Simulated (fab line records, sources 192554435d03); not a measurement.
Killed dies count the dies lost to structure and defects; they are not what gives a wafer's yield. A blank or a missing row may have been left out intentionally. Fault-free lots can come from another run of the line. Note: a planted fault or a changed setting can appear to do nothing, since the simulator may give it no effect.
One fault through the eyes of 2 desks -- flow n5-finfet -- every desk sees just its own numbers, and what lay behind them comes last
Where a reading is given only as a bound, like >300, the bound stands for it, and a mean or a difference that rests on one is marked > or <: the true number lies beyond.

THE DEFECT DESK
Counts from the inspections along the route, per lot, as means over the sampled wafers that have a number. A lot is out of limits, marked OUT, if its mean lies more than 4 standard deviations from the usual mean; the brackets give that distance.
Columns: A = raw-defect-count at N5_ZERO_LAYER_INSPECT_20, usual 36; B = raw-defect-count at N5_WELL_APT_INSPECT_10, usual 2.1; C = raw-defect-count at N5_WELL_APT_INSPECT_38, usual 13
lot,first seen here,A,B,C
L385,day 1 19:20,22,2.0,15
L388,day 2 13:23,32,3.0,11
L391,day 3 07:26,43,2.0,11
L397,day 4 19:23,59,1.0,9
L398,day 5 01:24,19,2.3,16
L402,day 6 09:14,35,1.3,15
L403,day 6 09:22,37,3.0,16
L406,day 7 01:24,204 (+9.9) OUT,>103 (>+72) OUT,200 (+37) OUT
L407,day 7 07:25,55,2.0,19
This desk's verdict: out of limits on L406, starting with L406 at day 7 01:24 (raw-defect-count at N5_ZERO_LAYER_INSPECT_20). In limits: L385, L388, L391, L397, L398, L402, L403, L407.

METROLOGY DESK
Means of the sampled wafers that have a number, per lot and without regard to the tool the lot ran on: this is what the gauges read. A lot is out of limits, marked OUT, if its mean lies more than 4 standard deviations from the usual mean; the brackets give that distance. Readings shown: 7 of its 10, picked as those furthest out on some lot.
Columns: A = DIBL_P at N5_BEOL_M4_RC_MEAS_101, usual 36.5 mV/V; B = IOFF_N at N5_BEOL_M4_RC_MEAS_101, usual 0.158 nA/um; C = IOFF_P at N5_BEOL_M4_RC_MEAS_101, usual 0.21 nA/um; D = ION_N at N5_BEOL_M4_RC_MEAS_101, usual 675 uA/um; E = ION_P at N5_BEOL_M4_RC_MEAS_101, usual 464 uA/um; F = VT_N at N5_BEOL_M4_RC_MEAS_101, usual 250.4 mV; G = VT_P at N5_BEOL_M4_RC_MEAS_101, usual -250 mV
lot,first seen here,A,B,C,D,E,F,G
L385,day 7 20:24,38.0,0.172,0.25,681,471,250.1,-247
L388,day 8 18:03,35.5,0.148,0.18,656,451,253.5,-254
L391,day 9 19:01,35.8,0.138,0.21,674,467,253.0,-248
L397,day 11 09:55,36.0,0.147,0.24,675,472,250.4,-247
L398,day 11 15:15,39.2,0.196,0.29,690,476,245.0,-242
L403,day 12 12:52,38.1,0.163,0.21,668,460,250.6,-251
L402,day 12 17:14,37.5,0.173,0.24,698,477,247.7,-248
L407,day 14 01:01,36.8,0.179,0.25,677,467,250.6,-248
L406,day 14 08:34,34.2,0.135,0.21,672,471,251.0,-249
This desk's verdict: no lot among the 9 shows anything out of limits.

ALL TOGETHER
The defect desk could have raised an alarm at day 7 01:24, on L406.
Metrology desk: nothing out of limits seen.
The metrology desk has L406 on record, within its limits.
N5_ZERO_LAYER_PRECLEAN_00 was run on wet-bench-06 by each of the lots named.

WHAT THE SIMULATOR PUT IN
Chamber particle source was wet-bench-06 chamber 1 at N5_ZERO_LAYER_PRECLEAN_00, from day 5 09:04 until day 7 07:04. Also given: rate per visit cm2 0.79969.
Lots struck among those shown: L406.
Hours from the fault's start to each desk's first reading out of limits: the defect desk, 40.
